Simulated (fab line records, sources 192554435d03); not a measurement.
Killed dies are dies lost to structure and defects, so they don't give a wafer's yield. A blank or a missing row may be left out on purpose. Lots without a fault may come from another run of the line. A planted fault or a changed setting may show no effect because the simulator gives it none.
fab line records | flow n5_finfet
record lots=5 wafers=14 last_day=18
route steps=1938 shown MIM_BOT_LITHO@1855 MIM_BOT_ETCH@1866
lots that met no fault: from a run of the same line without faults
start_h: hours from the record's first day to the start of the lot's first wafer shown | wait_h: hours since the lot's step before | " the same as in the row above | L1.1+2: a row that stands for several wafers | - no value, or no start given | * or withheld: withheld | < > ~ a bound
route shown NAME@n: a module of which the file shows steps, and the number in the route of the first | usual: mean/standard deviation of fault-free wafers | same: alike in all rows | chamber/n: place in a boat | sites: the reading at each site | _std_site: their standard deviation | _edge_site: outer sites' mean less inner sites' | radius_mm: how far each site lies from the wafer's centre | mask NAME#n: copy n | behind: the tool/chamber that last shaped the wafer | hold: why the lot was held/for how many hours/how that ended | device: the transistor (n, p or np) that didn't switch | end of line: the same wafers' tests at the end of the route | a step without rows: its recipe alone | killed: dies lost to structure and defects at the first sort, not the wafer's yield | map: a wafer's dies, x killed, . not, _ none there
set.NAME: the setting as run; set.NAME@STEP: as run at that earlier step | model.NAME: the simulator's own value behind a step, which no gauge read
lots at some steps of the route; a table a step, a row a wafer
services: from which hour (start_h, from the record's first day; less than 0 if before it) a tool's chamber was out of use, for how many hours, and why
## steps
# step N5_MIM_BOT_LITHO_COAT_02
# recipe spin_rpm=* resist_thk_nm=*
# step N5_MIM_BOT_LITHO_EBR_04
# recipe solvent=PGMEA ebr_width_mm=1.5
# step N5_MIM_BOT_LITHO_SOFTBAKE_03
# recipe temp_c=100 time_s=90
# step N5_MIM_BOT_LITHO_EXPOSE_05
# recipe mask_id=MIM_BOT na=0.55 source_shape=conventional sigma_outer=0.8 polarization=unpolarized dose_mj=24.25
# step N5_MIM_BOT_LITHO_PEB_06
# recipe peb_temp_c=withheld peb_time_s=*
# step N5_MIM_BOT_LITHO_DEVELOP_07
# recipe develop_time_s=60 rinse_liquid=diw dry=air_spin dev_temp_c=21
# step N5_MIM_BOT_LITHO_HARDBAKE_09
# recipe temp_c=130 time_s=120
# step N5_MIM_BOT_LITHO_CD_MEAS_08
# recipe target_cd_nm=3000 landing_energy_ev=500 detector=se_inlens polarity=opening
# usual cd_nm=3000.1/2.8
# columns lot.wafer tool chamber start_h wait_h cd_nm
L126.2 cd_sem-02 0 263.17 - 2996.5
L126.5 " 0 " " 3001.1
L126.6 " 0 " " 2999.2
L134.2 cd_sem-02 0 329.28 - 2994.3
L134.5 " 0 " " 2998.4
L134.6 " 0 " " 2996.3
L142.1 cd_sem-02 0 361.47 - 2994.4
L142.4 " 0 " " 2998.8
L143.1 cd_sem-01 0 376.34 - 3006.7
L143.2 " 0 " " 3005.4
L143.5 " 0 " " 3003.6
L149.2 cd_sem-02 0 418.19 - 3001.0
L149.5 " 0 " " 3001.3
L149.6 " 0 " " 3000.4
# step N5_MIM_BOT_LITHO_OVL_MEAS_11
# recipe points_per_wafer=44
# usual MIM_BOT_OVL=2/5
# columns lot.wafer tool chamber start_h wait_h MIM_BOT_OVL[nm]
L126.2 overlay-01 0 263.20 0.0 8
L126.5 " 0 " " 10
L126.6 " 0 " " 7
L134.2 overlay-01 0 329.31 0.0 -1
L134.5 " 0 " " 4
L134.6 " 0 " " 7
L142.1 overlay-02 0 361.50 0.0 5
L142.4 " 0 " " 6
L143.1 overlay-02 0 376.37 0.0 -4
L143.2 " 0 " " 0
L143.5 " 0 " " -2
L149.2 overlay-02 0 418.22 0.0 4
L149.5 " 0 " " 4
L149.6 " 0 " " 6
# step N5_MIM_BOT_LITHO_INSPECT_12
# recipe mode=adi inspect_instrument=macro
# usual raw_defect_count=2.2/1.5
# columns lot.wafer tool chamber start_h wait_h raw_defect_count
L126.2 defect_inspect-01 - 263.23 0.0 3
L126.5 " - " " 2
L126.6 " - " " 3
L134.2 defect_inspect-01 - 329.33 0.0 0
L134.5 " - " " 1
L134.6 " - " " 8
L142.1 defect_inspect-02 - 361.52 0.0 1
L142.4 " - " " 2
L143.1 defect_inspect-01 - 376.40 0.0 1
L143.2 " - " " 3
L143.5 " - " " 2
L149.2 defect_inspect-01 - 418.24 0.0 3
L149.5 " - " " 1
L149.6 " - " " 3
# step N5_MIM_BOT_LITHO_DESCUM_10
# recipe chemistry=O2 time_s=7.9 source_power_w=50 bias_power_w=20 pressure_mtorr=20 rf_frequency_hz=2.712e+07 temp_c=40 o2_flow_sccm=225
# usual drypump_motor_current_A=5.6/0.41 oes_product_au=0.81/0.073 rf_vpp_V=242.9/1.4 showerhead_plenum_p_Torr=2.06/0.07 throttle_valve_pct=20.32/0.21
# columns lot.wafer tool chamber start_h wait_h drypump_motor_current_A oes_product_au rf_hours_counter_h rf_vpp_V showerhead_plenum_p_Torr throttle_valve_pct
L126.2 rie_diel-06 3 263.26 0.0 5.1 0.85 77 243.3 2.05 20.52
L126.5 " 3 " " 5.0 0.86 - 241.9 2.05 20.51
L126.6 " 0 " " 5.2 0.70 - 244.5 2.13 20.06
L134.2 rie_diel-01 1 329.43 0.1 5.3 0.89 29 243.0 2.02 20.24
L134.5 " 3 " " 6.1 0.88 - 240.8 2.02 19.90
L134.6 " 0 " " 5.2 0.77 - 244.9 2.19 20.48
L142.1 rie_diel-01 2 361.56 0.0 5.6 0.78 120 241.6 2.03 20.42
L142.4 " 0 " " 5.2 0.76 143 244.7 2.19 20.51
L143.1 rie_diel-06 3 376.68 0.3 5.1 0.82 119 241.0 2.03 20.57
L143.2 " 0 " " 5.2 0.96 15 244.4 2.12 19.83
L143.5 " 3 " " 5.1 0.80 - 242.4 2.03 20.57
L149.2 rie_diel-04 0 418.28 0.0 6.0 0.71 208 243.3 1.97 20.22
L149.5 " 2 " " 6.0 0.91 - 242.9 2.06 20.16
L149.6 " 3 " " 5.1 0.72 - 242.3 1.99 20.62
# step N5_MIM_BOT_ETCH_ETCH_04
# recipe chemistry=CF4/O2 target=SiNx target_depth_a=260 time_s=13 ion_energy_ev=100 pressure_mtorr=40 source_w=535 bias_w=49 Ar_flow_sccm=100 cf4_flow_sccm=100 O2_flow_sccm=10
# usual drypump_motor_current_A=5.6/0.41 mfc_ar_sccm=99.96/0.28 oes_ar_750_au=0.81/0.069 oes_product_au=0.81/0.077 rf_vpp_V=238/6.7 showerhead_plenum_p_Torr=2.18/0.064 throttle_valve_pct=15.90/0.16
# columns lot.wafer tool chamber start_h wait_h drypump_motor_current_A mfc_ar_sccm oes_ar_750_au oes_product_au rf_hours_counter_h rf_vpp_V showerhead_plenum_p_Torr throttle_valve_pct
L126.2 rie_diel-06 3 263.33 0.0 5.1 99.75 0.81 0.81 77 233 2.15 16.01
L126.5 " 3 " " 5.1 100.63 0.80 0.81 - 233 2.15 16.02
L126.6 " 0 " " 5.2 99.94 0.70 0.69 - 234 2.27 15.90
L134.2 rie_diel-01 1 329.49 0.0 5.3 99.84 0.89 0.89 29 244 2.15 15.90
L134.5 " 3 " " 6.1 99.90 0.88 0.91 - 244 2.15 15.66
L134.6 " 0 " " 5.2 100.12 0.77 0.78 - 247 2.29 15.99
L142.1 rie_diel-01 2 361.62 0.0 5.6 100.26 0.79 0.78 120 229 2.12 15.88
L142.4 " 0 " " 5.2 99.71 0.76 0.76 143 245 2.28 16.00
L143.1 rie_diel-06 3 376.74 0.0 5.1 99.68 0.76 0.78 119 233 2.13 16.12
L143.2 " 0 " " 5.2 99.78 0.95 0.98 15 247 2.26 15.54
L143.5 " 3 " " 5.1 99.99 0.77 0.78 - 232 2.13 16.11
L149.2 rie_diel-04 0 418.34 0.0 5.9 99.76 0.73 0.71 208 235 2.11 15.97
L149.5 " 2 " " 6.0 100.09 0.90 0.90 - 237 2.17 15.55
L149.6 " 3 " " 5.2 99.94 0.76 0.73 - 232 2.10 16.14
# step N5_MIM_BOT_ETCH_ETCH_03
# recipe chemistry=Cl2/BCl3 target_depth_a=120 pressure_mtorr=8 icp_w=800 bias_w=100 Cl2_flow_sccm=20 bcl3_flow_sccm=80
# usual drypump_motor_current_A=5.8/0.45 oes_product_au=0.80/0.093 throttle_valve_pct=27.6/0.43
# columns lot.wafer tool chamber start_h wait_h drypump_motor_current_A oes_product_au rf_hours_counter_h throttle_valve_pct model.etch.depth_nm model.MIM_BOT_ETCH.cd_offset_nm
L126.2 rie_metal-01 1 263.41 0.1 5.4 0.97 6 27.4 12.75 -1
L126.5 " 0 " " 5.9 0.76 - 27.0 12.53 0
L126.6 " 1 " " 5.4 0.97 - 27.4 12.73 -1.2
L134.2 rie_metal-03 1 329.58 0.1 5.9 0.75 46 27.7 11.71 0.2
L134.5 " 1 " " 5.9 0.76 - 27.7 11.72 0
L134.6 " 0 " " 5.5 0.71 - 28.4 12.16 -0.8
L142.1 rie_metal-01 1 361.71 0.1 5.4 0.74 15 27.4 8.836 0.8
L142.4 " 0 " " 5.8 0.60 - 27.0 8.857 1.8
L143.1 rie_metal-03 0 376.83 0.1 5.5 0.72 69 28.4 12.36 -1.2
L143.2 " 1 " " 5.9 0.74 51 27.7 11.72 0
L143.5 " 0 " " 5.5 0.71 - 28.4 12.38 -1.2
L149.2 rie_metal-03 1 418.43 0.1 5.9 0.73 55 27.7 11.74 -0.6
L149.5 " 1 " " 5.9 0.74 - 27.7 11.84 -0.6
L149.6 " 0 " " 5.5 0.71 - 28.4 12.6 -1
# step N5_MIM_BOT_ETCH_ETCH_00
# recipe chemistry=Cl2/BCl3 target=TiN target_depth_a=455 ion_energy_ev=150 pressure_mtorr=10 icp_w=1000 bias_w=126 Cl2_flow_sccm=53.25 bcl3_flow_sccm=21.75 Ar_flow_sccm=25
# usual drypump_motor_current_A=5.8/0.45 mfc_ar_sccm=24.99/0.086 oes_ar_750_au=0.80/0.085 oes_product_au=0.80/0.093 throttle_valve_pct=21.8/0.32
# columns lot.wafer tool chamber start_h wait_h drypump_motor_current_A mfc_ar_sccm oes_ar_750_au oes_product_au rf_hours_counter_h throttle_valve_pct model.MIM_BOT_ETCH.cd_offset_nm
L126.2 rie_metal-01 1 263.50 0.1 5.4 24.97 0.95 0.97 6 21.7 -1
L126.5 " 0 " " 5.8 25.05 0.78 0.75 - 21.4 -0.2
L126.6 " 1 " " 5.4 25.01 0.94 0.97 - 21.7 -1.2
L134.2 rie_metal-03 1 329.67 0.1 5.8 25.08 0.72 0.75 46 22.0 0.2
L134.5 " 1 " " 5.8 25.05 0.72 0.76 - 22.0 0.2
L134.6 " 0 " " 5.5 24.93 0.74 0.72 - 22.4 -0.6
L142.1 rie_metal-01 1 361.80 0.1 5.4 25.12 0.90 0.91 15 21.7 1
L142.4 " 0 " " 5.8 24.99 0.76 0.74 - 21.4 2
L143.1 rie_metal-03 0 376.92 0.1 5.5 24.85 0.74 0.71 69 22.4 -1
L143.2 " 1 " " 5.9 25.00 0.70 0.73 51 22.0 0.2
L143.5 " 0 " " 5.5 24.86 0.74 0.71 - 22.4 -0.8
L149.2 rie_metal-03 1 418.52 0.1 5.9 24.99 0.70 0.73 56 22.1 -0.2
L149.5 " 1 " " 5.8 24.95 0.69 0.73 - 22.0 0
L149.6 " 0 " " 5.5 25.00 0.73 0.70 - 22.4 -0.8
# step N5_MIM_BOT_ETCH_STRIP_01
# recipe chemistry=O2 power_w=600 temp_c=60 pressure_mtorr=30 rf_frequency_hz=6e+07 bias_power_w=0 overash_fraction=0.5 o2_flow_sccm=225
# usual drypump_motor_current_A=5.6/0.43 oes_product_au=0.81/0.072 rf_vpp_V=3.5/1.2 showerhead_plenum_p_Torr=2.07/0.072 throttle_valve_pct=16.58/0.21
# columns lot.wafer tool chamber start_h wait_h drypump_motor_current_A oes_product_au rf_hours_counter_h rf_vpp_V showerhead_plenum_p_Torr throttle_valve_pct
L126.2 rie_diel-04 2 263.65 0.1 6.0 0.69 218 3.3 2.09 16.59
L126.5 " 3 " " 5.1 0.78 - 2.8 2.02 16.74
L126.6 " 2 " " 6.0 0.70 - 3.3 2.09 16.62
L134.2 rie_diel-06 3 329.82 0.1 5.1 0.83 101 5.9 2.04 16.77
L134.5 " 3 " " 5.0 0.82 - 2.2 2.04 16.82
L134.6 " 2 " " 5.8 0.80 - 2.6 2.08 16.50
L142.1 rie_diel-01 0 361.94 0.1 5.1 0.75 143 5.1 2.19 16.77
L142.4 " 3 " " 6.2 0.88 49 4.7 2.02 16.20
L143.1 rie_diel-06 1 377.06 0.1 6.3 0.78 93 2.6 2.22 16.69
L143.2 " 2 " " 5.8 0.76 134 3.2 2.08 16.53
L143.5 " 3 " " 5.1 0.82 - 2.6 2.04 16.83
L149.2 rie_diel-01 1 418.66 0.1 5.4 0.83 61 3.1 2.01 16.53
L149.5 " 2 " " 5.6 0.79 - 2.0 2.03 16.71
L149.6 " 3 " " 6.2 0.83 - 3.5 2.01 16.23
## services
# columns tool chamber start_h hours kind
rie_diel-06 - 256.88 0.1 repair
rie_diel-01 - 284.58 0.4 repair
rie_diel-06 0 311.12 - clean
rie_diel-06 0 311.12 - consumable_replace:esc
rie_diel-06 0 311.12 - consumable_replace:focus_ring
rie_diel-06 0 311.12 22.7 scheduled_down
rie_diel-06 0 311.12 22.7 vent_cycle
rie_metal-03 0 332.65 14.8 repair
rie_diel-01 2 337.34 4.5 repair
rie_diel-04 2 353.14 - clean
rie_diel-04 2 353.14 - consumable_replace:focus_ring
rie_diel-04 2 353.14 12.5 scheduled_down
rie_diel-04 2 353.14 12.5 vent_cycle
rie_diel-04 1 406.32 11.2 repair
rie_metal-03 - 411.11 1.5 repair
rie_diel-01 1 414.00 1.5 repair
## key
first_sign none at tools or gauges
model_effect step=N5_MIM_BOT_ETCH_ETCH_03 value=etch.depth_nm without=12.73 struck=8.846
model_effect step=N5_MIM_BOT_ETCH_ETCH_00 value=MIM_BOT_ETCH.cd_offset_nm without=0 struck=1.5
met_at N5_MIM_BOT_ETCH_ETCH_03
struck_wafers L142.1,L142.4
onset_between 263.41 361.71
also_fits N5_MIM_BOT_LITHO_DESCUM_10:rie_diel-01,N5_MIM_BOT_ETCH_ETCH_04:rie_diel-01
fault kind=process_parameter_drift tool=rie_metal-01 chamber=- onset_h=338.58 steps=N5_MIM_BOT_ETCH_ETCH_03 channel=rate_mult offset=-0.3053 shape=step end_h=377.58 scope=struck_wafers_only
